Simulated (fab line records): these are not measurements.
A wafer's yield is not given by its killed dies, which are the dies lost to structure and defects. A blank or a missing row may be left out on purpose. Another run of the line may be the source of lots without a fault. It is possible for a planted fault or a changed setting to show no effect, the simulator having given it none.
fab line records -- flow nandHarc
record lots=6, wafers=18, lastDay=31
route steps=1302 shown A_M0@1148 END@1302
lots that met no fault: from a run of the same line without faults
startH: hours from the record's opening day to when the first of the lot's shown wafers began -- waitH: hours from the lot's prior step to this one -- " same as the row above -- L1.1+2: a row that stands for several wafers -- - no value present, or no start provided -- * or withheld: withheld -- < > ~ a bound
route shown NAME@n: a module of which the file shows steps, and the number in the route of the first -- usual: average and standard deviation across the fault-free wafers -- same: alike in all rows -- chamber/n: place in a boat -- sites: readings site by site -- _std_site: standard deviation of those values -- _edge_site: outer sites' mean less inner sites' -- radiusMm: for every site, how far away it sits from the centre of the wafer -- mask NAME#n: copy n -- behind: the tool/chamber that last shaped the wafer -- hold: cause of the lot's hold/its duration in hours/its outcome -- device: which transistor (n, p or np) failed to switch -- end of line: tests of these same wafers at the route's end -- step lacking rows: just its recipe -- killed: the dies lost at the first sort to structure and to defects; this is not the yield of the wafer -- map: per-die view of a wafer (x killed, . not killed, _ where there is no die)
set.NAME: setting as actually run; set.NAME@STEP: the setting as run at that earlier step -- model.NAME: the simulator's own value behind a step, which no gauge read
lots seen at some steps along the route; tables by step, rows by wafer
services: the hour from which a tool's chamber was out of use, counted from the record's first day as startH (under 0 if before that day), plus the number of hours and why
## steps
# step NHARC_A_M0_OVL_MEAS_10
# recipe pitchNm=160
# usual overlayXNm=-0.2/0.92, overlayYNm=0.0/0.8
lot.wafer,tool,chamber,startH,waitH,overlayXNm,overlayYNm
L515.2,overlay-02,-,524.87,-,1.3,-1.1
L515.4,overlay-02,-,524.87,-,1.3,-1.4
L515.5,overlay-02,-,524.87,-,0.5,-0.6
L516.1,overlay-01,-,547.73,-,-0.1,1.0
L516.2,overlay-01,-,547.73,-,-0.2,0.9
L516.5,overlay-01,-,547.73,-,-0.6,0.7
L522.1,overlay-01,-,612.89,-,1.2,-0.1
L522.5,overlay-01,-,612.89,-,0.3,-0.3
L522.6,overlay-01,-,612.89,-,0.2,-0.4
L526.2,overlay-01,-,647.07,-,-1.5,-1.2
L526.3,overlay-01,-,647.07,-,-1.8,-0.8
L526.5,overlay-01,-,647.07,-,-1.4,-1.3
L529.1,overlay-02,-,688.37,-,2.2,0.4
L529.2,overlay-02,-,688.37,-,1.9,0.8
L529.5,overlay-02,-,688.37,-,2.5,0.1
L531.1,overlay-01,-,699.87,-,0.8,0.4
L531.2,overlay-01,-,699.87,-,-0.1,0.1
L531.5,overlay-01,-,699.87,-,0.4,1.0
# step NHARC_A_M0_INSPECT_11
# usual rawDefectCount=80/32
lot.wafer,tool,chamber,startH,waitH,rawDefectCount
L515.2,defectInspect-01,-,524.91,0.0,79
L515.4,defectInspect-01,-,524.91,0.0,74
L515.5,defectInspect-01,-,524.91,0.0,109
L516.1,defectInspect-01,-,547.77,0.0,47
L516.2,defectInspect-01,-,547.77,0.0,69
L516.5,defectInspect-01,-,547.77,0.0,59
L522.1,defectInspect-02,-,612.93,0.0,145
L522.5,defectInspect-02,-,612.93,0.0,136
L522.6,defectInspect-02,-,612.93,0.0,137
L526.2,defectInspect-01,-,647.10,0.0,29
L526.3,defectInspect-01,-,647.10,0.0,26
L526.5,defectInspect-01,-,647.10,0.0,27
L529.1,defectInspect-01,-,688.40,0.0,74
L529.2,defectInspect-01,-,688.40,0.0,80
L529.5,defectInspect-01,-,688.40,0.0,71
L531.1,defectInspect-01,-,699.91,0.0,106
L531.2,defectInspect-01,-,699.91,0.0,93
L531.5,defectInspect-01,-,699.91,0.0,110
# step NHARC_A_M0_DESCUM_14
# recipe timeS=3, o2FlowSccm=200, arFlowSccm=0, biasPowerW=0, chemistry=O2
# step NHARC_A_M0_ETCH_34
# recipe targetDepthA=400, overetchA=120, timeS=43.94, ionEnergyEv=200, n2FlowSccm=150, h2FlowSccm=150, arFlowSccm=0, rfW=400, biasW=150, chemistry=N2/H2
# usual drypumpMotorCurrentA=5.8/0.32, h2FlowSccm=150.0/0.46, oesProductAu=1.001/0.0094, rfFwdPowerW=394.2/1.8, rfVppV=428.7/2, showerheadPlenumPTorr=1.98/0.061, throttleValvePct=14.171/0.0091
lot.wafer,tool,chamber,startH,waitH,drypumpMotorCurrentA,h2FlowSccm,oesProductAu,rfFwdPowerW,rfHoursCounterH,rfVppV,showerheadPlenumPTorr,throttleValvePct
L515.4,rieDiel-01,0,525.07,0.1,6.0,149.4,1.002,396.6,6.9,431.5,2.04,14.172
L515.2,rieDiel-01,1,525.07,0.1,5.4,150.1,1.006,397.3,6.3,428.3,1.97,14.167
L515.5,rieDiel-01,2,525.07,0.1,5.3,149.4,0.990,397.0,-,429.5,2.04,14.171
L516.1,rieDiel-05,0,547.93,0.1,5.4,150.4,1.015,395.1,7.4,429.8,2.00,14.166
L516.2,rieDiel-05,3,547.93,0.1,5.3,149.7,1.006,394.4,6.9,430.5,1.98,14.178
L516.5,rieDiel-05,2,547.93,0.1,5.5,149.1,1.005,394.7,-,431.6,2.11,14.170
L522.1,rieDiel-05,0,613.08,0.1,5.4,150.4,1.001,392.7,0.4,428.7,2.00,14.170
L522.6,rieDiel-05,3,613.08,0.1,5.3,150.2,1.003,394.9,-,429.6,1.98,14.175
L522.5,rieDiel-05,0,613.08,0.1,5.4,150.4,1.007,393.2,-,429.0,2.00,14.179
L526.2,rieDiel-02,2,647.26,0.1,6.1,150.4,1.009,394.5,2.8,427.5,1.92,14.171
L526.3,rieDiel-02,3,647.26,0.1,6.0,150.3,0.997,395.3,2.5,426.4,1.95,14.168
L526.5,rieDiel-02,2,647.26,0.1,6.1,150.7,1.019,395.3,-,426.6,1.92,14.156
L529.1,rieDiel-02,2,688.55,0.1,6.1,150.0,1.002,392.6,5.5,427.6,1.91,14.168
L529.2,rieDiel-02,3,688.55,0.1,6.0,150.2,0.986,396.6,5.3,427.6,1.95,14.160
L529.5,rieDiel-02,3,688.55,0.1,6.0,149.8,0.990,396.1,-,428.1,1.95,14.165
L531.1,rieDiel-01,0,700.06,0.1,6.0,149.9,1.007,393.2,7.1,430.8,2.03,14.167
L531.2,rieDiel-01,2,700.06,0.1,5.3,149.9,0.994,395.0,7.8,431.0,2.04,14.182
L531.5,rieDiel-01,1,700.06,0.1,5.4,150.8,1.017,395.4,-,428.1,1.96,14.175
# step NHARC_A_M0_ETCH_15
# recipe targetDepthA=1500, overetchA=150, timeS=82.5, c4f8FlowSccm=withheld, arFlowSccm=400, rfW=600, biasW=300, chemistry=C4F8/Ar
# step NHARC_A_M0_CD_MEAS_16
# usual cdNm=79.5/0.87
lot.wafer,tool,chamber,startH,waitH,cdNm
L515.2,cdSem-03,-,525.27,-,78.8
L515.4,cdSem-03,-,525.27,-,78.3
L515.5,cdSem-03,-,525.27,-,79.4
L516.1,cdSem-02,-,548.17,-,79.7
L516.2,cdSem-02,-,548.17,-,79.3
L516.5,cdSem-02,-,548.17,-,78.9
L522.1,cdSem-03,-,613.29,-,80.3
L522.5,cdSem-03,-,613.29,-,80.1
L522.6,cdSem-03,-,613.29,-,80.7
L526.2,cdSem-01,-,647.47,-,78.8
L526.3,cdSem-01,-,647.47,-,78.2
L526.5,cdSem-01,-,647.47,-,79.5
L529.1,cdSem-03,-,688.76,-,80.5
L529.2,cdSem-03,-,688.76,-,78.7
L529.5,cdSem-03,-,688.76,-,79.1
L531.1,cdSem-03,-,700.27,-,79.3
L531.2,cdSem-03,-,700.27,-,79.5
L531.5,cdSem-03,-,700.27,-,79.8
# step NHARC_A_M0_STRIP_18
# recipe powerW=1000, n2FlowSccm=150, h2FlowSccm=150, arFlowSccm=0, biasW=0, chemistry=N2/H2
# step NHARC_A_M0_STRIP_19
# recipe timeS=600, tempC=30, chemistry=postEtchResidueRemover
# step NHARC_A_M0_DEGAS_28
# recipe tempC=250, timeS=60
# usual heaterPowerW=328/36, susceptorTempC=250.00/0.17
lot.wafer,tool,chamber,startH,waitH,heaterPowerW,susceptorTempC
L515.4,pvdSputter-03,-,525.90,-,321,250.16
L515.2,pvdSputter-03,-,525.90,-,307,250.22
L515.5,pvdSputter-03,-,525.90,-,306,250.24
L516.2,pvdSputter-01,-,548.79,-,314,250.04
L516.1,pvdSputter-01,-,548.79,-,394,249.96
L516.5,pvdSputter-01,-,548.79,-,322,250.09
L522.1,pvdSputter-02,-,613.91,-,319,-
L522.6,pvdSputter-02,-,613.91,-,288,-
L522.5,pvdSputter-02,-,613.91,-,306,-
L526.2,pvdSputter-03,-,648.09,-,288,249.95
L526.3,pvdSputter-03,-,648.09,-,300,250.00
L526.5,pvdSputter-03,-,648.09,-,361,249.97
L529.1,pvdSputter-02,-,689.39,-,310,249.96
L529.2,pvdSputter-02,-,689.39,-,372,249.94
L529.5,pvdSputter-02,-,689.39,-,309,250.04
L531.2,pvdSputter-03,-,700.90,-,353,250.03
L531.1,pvdSputter-03,-,700.90,-,288,249.97
L531.5,pvdSputter-03,-,700.90,-,299,249.98
# step NHARC_A_M0_PRE_CLEAN_29
# recipe timeS=30, tempC=280, gas=H2/He
# usual heaterPowerW=404/44, susceptorTempC=279.99/0.18
lot.wafer,tool,chamber,startH,waitH,heaterPowerW,susceptorTempC
L515.4,pvdSputter-03,-,-,-,469,280.20
L515.2,pvdSputter-03,-,-,-,381,280.10
L515.5,pvdSputter-03,-,-,-,368,279.74
L516.2,pvdSputter-01,-,-,-,454,280.10
L516.1,pvdSputter-01,-,-,-,481,279.94
L516.5,pvdSputter-01,-,-,-,446,279.79
L522.1,pvdSputter-02,-,-,-,389,280.04
L522.5,pvdSputter-02,-,-,-,353,280.17
L522.6,pvdSputter-02,-,-,-,382,279.79
L526.2,pvdSputter-03,-,-,-,362,279.86
L526.3,pvdSputter-03,-,-,-,387,280.41
L526.5,pvdSputter-03,-,-,-,364,279.82
L529.2,pvdSputter-02,-,-,-,358,279.86
L529.1,pvdSputter-02,-,-,-,383,279.91
L529.5,pvdSputter-02,-,-,-,358,279.75
L531.1,pvdSputter-03,-,-,-,348,-
L531.2,pvdSputter-03,-,-,-,373,-
L531.5,pvdSputter-03,-,-,-,435,-
# step NHARC_A_M0_PVD_20
# recipe targetThkA=50, biasV=168.6, powerW=15000, chamberPressurePa=0.12, timeS=8.06, substrateTempC=50, material=TaN
# step NHARC_A_M0_PVD_21
# recipe targetThkA=300, chamberPressurePa=5, powerW=5000, substrateTempC=30, timeS=20.49, material=Cu
# usual cathodeDcPowerW=5000.1/0.88, throttleValvePct=30.0/0.9
lot.wafer,tool,chamber,startH,waitH,cathodeDcPowerW,throttleValvePct
L515.2,pvdSputter-03,-,-,-,4998.2,31.0
L515.4,pvdSputter-03,-,-,-,4998.6,30.6
L515.5,pvdSputter-03,-,-,-,5000.8,31.1
L516.2,pvdSputter-01,-,-,-,4999.6,29.9
L516.1,pvdSputter-01,-,-,-,5001.2,28.6
L516.5,pvdSputter-01,-,-,-,5000.6,29.6
L522.1,pvdSputter-02,-,-,-,4999.6,30.4
L522.5,pvdSputter-02,-,-,-,5000.2,30.5
L522.6,pvdSputter-02,-,-,-,5000.6,30.5
L526.3,pvdSputter-03,-,-,-,4999.5,30.6
L526.2,pvdSputter-03,-,-,-,4999.6,29.6
L526.5,pvdSputter-03,-,-,-,4999.0,29.5
L529.2,pvdSputter-02,-,-,-,5000.1,29.8
L529.1,pvdSputter-02,-,-,-,4999.3,29.6
L529.5,pvdSputter-02,-,-,-,4999.9,28.8
L531.1,pvdSputter-03,-,-,-,4997.2,30.9
L531.2,pvdSputter-03,-,-,-,5000.3,29.7
L531.5,pvdSputter-03,-,-,-,5000.3,30.8
# step NHARC_A_M0_ECD_22
# recipe targetThkA=4000, bathTempC=25, material=Cu
# usual bathHeatDutyPct=6.2/0.7
lot.wafer,tool,chamber,startH,waitH,bathHeatDutyPct
L515.2,ecdCu-02,0,526.25,-,7.1
L515.4,ecdCu-02,0,526.25,-,6.5
L515.5,ecdCu-02,1,526.25,-,5.7
L516.1,ecdCu-01,0,549.15,-,6.6
L516.2,ecdCu-01,1,549.15,-,6.9
L516.5,ecdCu-01,0,549.15,-,7.2
L522.1,ecdCu-01,1,614.26,-,6.9
L522.5,ecdCu-01,1,614.26,-,5.8
L522.6,ecdCu-01,0,614.26,-,7.4
L526.2,ecdCu-01,1,648.44,-,6.6
L526.3,ecdCu-01,1,648.44,-,5.6
L526.5,ecdCu-01,0,648.44,-,6.4
L529.2,ecdCu-02,0,689.74,-,6.3
L529.1,ecdCu-02,1,689.74,-,5.2
L529.5,ecdCu-02,1,689.74,-,5.3
L531.1,ecdCu-02,1,701.25,-,5.3
L531.2,ecdCu-02,0,701.25,-,5.7
L531.5,ecdCu-02,0,701.25,-,5.9
# step NHARC_A_M0_ANNEAL_30
# recipe tempC=225, timeS=90
# usual wafer_temp_C_max=226.0/0.37
lot.wafer,tool,chamber,startH,waitH,wafer_temp_C_max
L515.2,rtpAnneal-02,0,526.68,-,225.7
L515.4,rtpAnneal-02,0,526.68,-,225.5
L515.5,rtpAnneal-02,0,526.68,-,225.7
L516.1,rtpAnneal-01,0,549.52,-,226.2
L516.2,rtpAnneal-01,0,549.52,-,226.4
L516.5,rtpAnneal-01,0,549.52,-,226.1
L522.1,rtpAnneal-02,0,614.64,0.3,225.7
L522.5,rtpAnneal-02,0,614.64,0.3,225.9
L522.6,rtpAnneal-02,0,614.64,0.3,225.1
L526.2,rtpAnneal-02,0,648.87,0.4,225.9
L526.3,rtpAnneal-02,0,648.87,0.4,225.5
L526.5,rtpAnneal-02,0,648.87,0.4,225.6
L529.1,rtpAnneal-02,0,690.12,0.3,225.5
L529.2,rtpAnneal-02,0,690.12,0.3,225.6
L529.5,rtpAnneal-02,0,690.12,0.3,225.6
L531.1,rtpAnneal-01,0,701.62,-,225.9
L531.2,rtpAnneal-01,0,701.62,-,226.2
L531.5,rtpAnneal-01,0,701.62,-,226.4
# step NHARC_A_M0_CMP_23
# recipe tOverpolishS=20, targetThkNm=113.75
# usual motorCurrentA=11.9/0.72, timeToEndpointS=29.1/2.5
# same tOverpolishS=20
lot.wafer,tool,chamber,startH,waitH,motorCurrentA,timeToEndpointS
L515.4,cmp-04,3,526.97,-,12.1,30.3
L515.2,cmp-04,1,526.97,-,12.1,30.3
L515.5,cmp-04,0,526.97,-,10.8,31.5
L516.2,cmp-01,3,549.92,-,12.7,29.2
L516.1,cmp-01,0,549.92,-,11.2,33.4
L516.5,cmp-01,1,549.92,-,10.6,32.9
L522.1,cmp-01,2,615.01,-,12.3,27.0
L522.5,cmp-01,1,615.01,-,11.2,30.5
L522.6,cmp-01,2,615.01,-,11.5,25.7
L526.3,cmp-04,3,649.17,-,11.9,30.3
L526.2,cmp-04,2,649.17,-,11.4,24.5
L526.5,cmp-04,3,649.17,-,12.4,31.6
L529.1,cmp-01,1,690.50,-,10.8,29.5
L529.2,cmp-01,2,690.50,-,11.8,12.0
L529.5,cmp-01,0,690.50,-,10.5,33.2
L531.1,cmp-03,2,701.99,-,11.8,30.0
L531.2,cmp-03,3,701.99,-,11.1,12.0
L531.5,cmp-03,2,701.99,-,11.7,13.1
# step NHARC_A_M0_THK_MEAS_24
# recipe thkMeasGauge=xrf
# usual thkNm=113.7/1.6
lot.wafer,tool,chamber,startH,waitH,thkNm
L515.2,filmMetro-01,-,527.29,-,115.9
L515.4,filmMetro-01,-,527.29,-,113.2
L515.5,filmMetro-01,-,527.29,-,116.7
L516.1,filmMetro-02,-,550.18,-,114.8
L516.2,filmMetro-02,-,550.18,-,113.4
L516.5,filmMetro-02,-,550.18,-,113.6
L522.1,filmMetro-01,-,615.30,-,112.4
L522.5,filmMetro-01,-,615.30,-,112.4
L522.6,filmMetro-01,-,615.30,-,111.5
L526.2,filmMetro-02,-,649.48,-,113.4
L526.3,filmMetro-02,-,649.48,-,116.7
L526.5,filmMetro-02,-,649.48,-,116.9
L529.1,filmMetro-02,-,690.79,-,114.4
L529.2,filmMetro-02,-,690.79,-,114.6
L529.5,filmMetro-02,-,690.79,-,112.9
L531.1,filmMetro-02,-,702.29,-,112.5
L531.2,filmMetro-02,-,702.29,-,111.5
L531.5,filmMetro-02,-,702.29,-,113.2
# step NHARC_END_SORT_01
# recipe tempC=25
# usual defectLimitedYield=91.6/2.5, killedAtArray=52/18, killedAtOther=1.2/1.5, killedAtPeriphery=4/3.2, killedDies=57/17, killedOpen=3.1/1.9, killedShort=2.5/1.7, sort_bin_2_pct=3.0/1.1, sort_bin_3_pct=0.6/0.36, sort_bin_4_pct=4.9/1.5, sortNPass=620/17, sortRimYieldPct=91/3.8, sortYieldPct=91.6/2.5
# same grossDies=677, sort_bin_5_pct[%]=0, sort_bin_6_pct[%]=0, sort_bin_7_pct[%]=0, sort_bin_8_pct[%]=0, sortRimNGross=106.00
lot.wafer,tool,chamber,startH,waitH,defectLimitedYield[%],killedAtArray,killedAtOther,killedAtPeriphery,killedDies,killedOpen,killedShort,sort_bin_2_pct[%],sort_bin_3_pct[%],sort_bin_4_pct[%],sortNPass,sortRimYieldPct[%],sortYieldPct[%]
L515.2,prober-01,0,564.05,2.8,90.1,64,0,3,67,2,2,3.8,0.6,5.5,610,91,90.1
L515.4,prober-01,0,565.66,3.4,92.9,48,0,0,48,0,2,2.1,0.6,4.4,629,92,92.9
L515.5,prober-01,0,566.47,3.7,88.3,78,0,1,79,4,2,4.4,1.3,5.9,598,87,88.3
L526.2,prober-01,0,686.31,2.8,93.9,28,0,13,41,2,2,1.9,0.4,3.7,636,93,93.9
L526.3,prober-01,0,687.11,3.1,94.5,23,0,14,37,2,3,2.1,0.6,2.8,640,98,94.5
L526.5,prober-01,0,688.72,3.7,93.9,27,1,13,41,3,2,1.8,0.1,4.1,636,95,93.9
L529.5,prober-02,0,730.29,3.7,91.6,52,2,3,57,7,4,3.5,0.1,4.7,620,93,91.6
L531.1,prober-01,0,739.21,2.5,88.3,78,1,0,79,2,4,4.1,0.7,6.8,598,92,88.3
L531.2,prober-01,0,740.01,2.8,91.1,55,3,2,60,3,3,3.2,0.6,5.0,617,81,91.1
L531.5,prober-01,0,742.39,3.7,89.7,67,1,2,70,3,2,2.8,0.4,7.1,607,85,89.7
# killed by level:class
L515.2 A_CHANNEL_HOLE_D1:chamberFilmFlake=26 A_SLIT:chamberFilmFlake=17 A_CHANNEL_HOLE_D2:chamberFilmFlake=6 A_ZERO_WELL:chamberFilmFlake=5 A_CONTACT:chamberFilmFlake=3 A_STAIRCASE:chamberFilmFlake=2 P_CONTACT:geometricParticle:open=1 A_CHANNEL_FILL_D1:geometricParticle:open=1
L515.4 A_SLIT:chamberFilmFlake=22 A_CHANNEL_HOLE_D1:chamberFilmFlake=13 A_CHANNEL_HOLE_D2:chamberFilmFlake=6 A_ZERO_WELL:chamberFilmFlake=3 A_CHANNEL_FILL_D1:geometricParticle:short=1 A_M0:geometricParticle:short=1 A_CHANNEL_FILL_D1:chamberFilmFlake=1 A_DECK1_JOINT:chamberFilmFlake=1
L515.5 A_CHANNEL_HOLE_D1:chamberFilmFlake=35 A_SLIT:chamberFilmFlake=19 A_CHANNEL_HOLE_D2:chamberFilmFlake=9 A_CONTACT:chamberFilmFlake=5 A_ZERO_WELL:chamberFilmFlake=2 P_M0:geometricParticle:open=1 A_CHANNEL_FILL_D1:geometricParticle:open=1 A_CHANNEL_FILL_D1:geometricParticle:short=1
L526.2 A_CHANNEL_HOLE_D1:chamberFilmFlake=10 P_GATE:chamberFilmFlake=4 P_M0:chamberFilmFlake=4 A_WL_FILL:chamberFilmFlake=4 A_SLIT:chamberFilmFlake=3 P_BONDPAD:chamberFilmFlake=3 A_DECK1_JOINT:chamberFilmFlake=3 A_CONTACT:chamberFilmFlake=2
L526.3 A_CHANNEL_HOLE_D1:chamberFilmFlake=9 P_ZERO_WELL:chamberFilmFlake=3 P_GATE:chamberFilmFlake=3 P_M0:chamberFilmFlake=3 A_SLIT:chamberFilmFlake=3 A_CONTACT:chamberFilmFlake=3 P_BONDPAD:chamberFilmFlake=2 A_DECK1_JOINT:chamberFilmFlake=2
L526.5 A_CHANNEL_HOLE_D1:chamberFilmFlake=12 P_STI:chamberFilmFlake=4 P_BONDPAD:chamberFilmFlake=4 A_SLIT:chamberFilmFlake=4 P_GATE:chamberFilmFlake=3 A_CONTACT:chamberFilmFlake=3 A_M0:geometricParticle:open=2 P_M0:chamberFilmFlake=2
L529.5 A_SLIT:chamberFilmFlake=28 A_CHANNEL_HOLE_D1:chamberFilmFlake=7 A_STAIRCASE:chamberFilmFlake=3 A_CHANNEL_FILL_D1:geometricParticle:open=2 A_DECK1_JOINT:geometricParticle:open=2 A_CHANNEL_FILL_D2:chamberFilmFlake=2 THIN_TSV:chamberFilmFlake=2 P_M1:geometricParticle:open=1
L531.1 A_CHANNEL_HOLE_D1:chamberFilmFlake=26 A_CHANNEL_HOLE_D2:chamberFilmFlake=23 A_CONTACT:chamberFilmFlake=9 A_SLIT:chamberFilmFlake=6 A_WL_FILL:chamberFilmFlake=4 A_STAIRCASE:chamberFilmFlake=2 A_SOURCE_PLATE:geometricParticle:short=1 A_ONON_D1:geometricParticle:open=1
L531.2 A_CHANNEL_HOLE_D2:chamberFilmFlake=23 A_CHANNEL_HOLE_D1:chamberFilmFlake=13 A_CONTACT:chamberFilmFlake=7 A_SLIT:chamberFilmFlake=4 THIN_TSV:chamberFilmFlake=3 A_SOURCE_PLATE:geometricParticle:open=1 A_CHANNEL_HOLE_D1:geometricParticle:short=1 A_CHANNEL_FILL_D1:geometricParticle:open=1
L531.5 A_CHANNEL_HOLE_D1:chamberFilmFlake=32 A_CHANNEL_HOLE_D2:chamberFilmFlake=23 A_WL_FILL:chamberFilmFlake=3 A_CONTACT:chamberFilmFlake=3 A_STAIRCASE:chamberFilmFlake=2 P_CONTACT:geometricParticle:open=1 P_M1:geometricParticle:open=1 A_ONON_D1:geometricParticle:short=1
## services
tool,chamber,startH,hours,kind
cmp-04,-,503.60,4.0,pm
ecdCu-01,-,512.52,8.0,pm
pvdSputter-02,-,516.81,4.4,repair
rieDiel-02,-,517.84,0.4,repair
cmp-04,-,518.14,4.0,repair
pvdSputter-03,-,527.66,10.0,pm
pvdSputter-03,-,545.48,1.8,repair
rieDiel-05,1,545.71,4.2,repair
pvdSputter-03,-,550.24,2.5,repair
cmp-01,-,550.88,32.5,repair
ecdCu-01,-,569.91,0.2,repair
pvdSputter-01,-,582.00,10.0,pm
cmp-01,-,583.38,4.0,pm
ecdCu-01,-,587.81,2.6,repair
ecdCu-02,-,589.99,0.7,repair
ecdCu-02,-,596.00,8.0,pm
cmp-01,-,597.54,1.1,repair
pvdSputter-01,-,626.25,14.6,repair
pvdSputter-03,-,636.28,0.8,repair
pvdSputter-02,-,638.00,10.0,pm
ecdCu-01,-,676.43,1.3,repair
cmp-01,-,680.49,2.2,repair
cmp-01,-,682.72,4.0,pm
ecdCu-01,-,688.52,8.0,pm
## key
firstSign step=NHARC_A_M0_CMP_23, reading=timeToEndpointS, direction=down, sigmas=6.8, usual=*, struck=*
effect none on later readings
metAt NHARC_A_M0_ECD_22
struckWafers L529.2,L531.2,L531.5
onsetBetween 526.25 689.74
fault kind=processParameterDrift, tool=ecdCu-02, chamber=0, onsetH=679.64, steps=NHARC_A_M0_ECD_22, channel=targetThkA, offset=*, shape=step, endH=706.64, actsIn=*, stated=*
